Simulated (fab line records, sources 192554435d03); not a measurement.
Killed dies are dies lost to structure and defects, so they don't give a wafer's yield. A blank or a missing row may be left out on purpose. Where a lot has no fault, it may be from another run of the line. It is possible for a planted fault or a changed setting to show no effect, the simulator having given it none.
Matching of chambers -- flow n5_finfet -- rie_diel-06 running N5_BEOL_M1_STRIP_36: 4 sister chambers
The step strips in N2/H2. 14 wafers are shown with their chamber, then 7 later ones without.

== WAFERS PAIRED WITH THEIR CHAMBERS ==
wafer,chamber,showerhead_plenum_p_Torr (Torr),throttle_valve_pct (%),oes_product_au (a.u.)
L075.3,3,2.67,23.6,0.85
L075.4,0,2.47,23.2,0.91
L075.6,3,2.67,23.5,0.85
L079.3,2,2.52,24.0,0.71
L079.4,0,2.47,23.2,0.89
L079.6,1,2.58,23.0,0.87
L081.1,0,2.47,23.2,0.90
L081.2,3,2.67,23.5,0.85
L081.5,2,2.52,24.0,0.71
L083.1,1,2.57,23.0,0.85
L083.2,3,2.67,23.5,0.84
L083.5,3,2.67,23.6,0.82
L087.1,2,2.52,24.0,0.70
L087.2,0,2.46,23.2,0.89

SIGNATURES (means of the wafers above)
reading,chamber 0,chamber 1,chamber 2,chamber 3,scatter within a chamber
showerhead_plenum_p_Torr,2.4675,2.5750,2.5200,2.6700,0.00354
throttle_valve_pct,23.200,23.000,24.000,23.540,0.0346
oes_product_au,0.8975,0.8600,0.7067,0.8420,0.0111
Rule: distance of a wafer from a chamber = root of the sum over the readings of ((wafer's reading minus chamber's mean) / reading's scatter) squared. The wafer belongs to the nearest chamber; if the next one is less than 2 further off, it can't be placed. The scatter is the square root of a quotient: the sum, over the shown wafers, of each reading's squared deviation from its chamber's mean, divided by wafers minus chambers.

== WAFERS WITHOUT THEIR CHAMBER ==
wafer,showerhead_plenum_p_Torr (Torr),throttle_valve_pct (%),oes_product_au (a.u.)
L087.6,2.46,23.3,0.88
L091.1,2.57,23.0,0.86
L091.3,2.51,24.0,0.70
L091.4,2.46,23.2,0.89
L095.2,2.51,24.0,0.69
L095.4,2.46,23.3,0.86
L095.5,2.56,23.1,0.84

== CHAMBER TAKEN BY EACH ==
wafer,from the rows above,in truth
L087.6,0,0
L091.1,1,1
L091.3,2,2
L091.4,0,0
L095.2,2,2
L095.4,0,0
L095.5,1,1
Placed correctly: 7 of 7. Not placeable from these rows: 0. Number placed wrongly: 0.
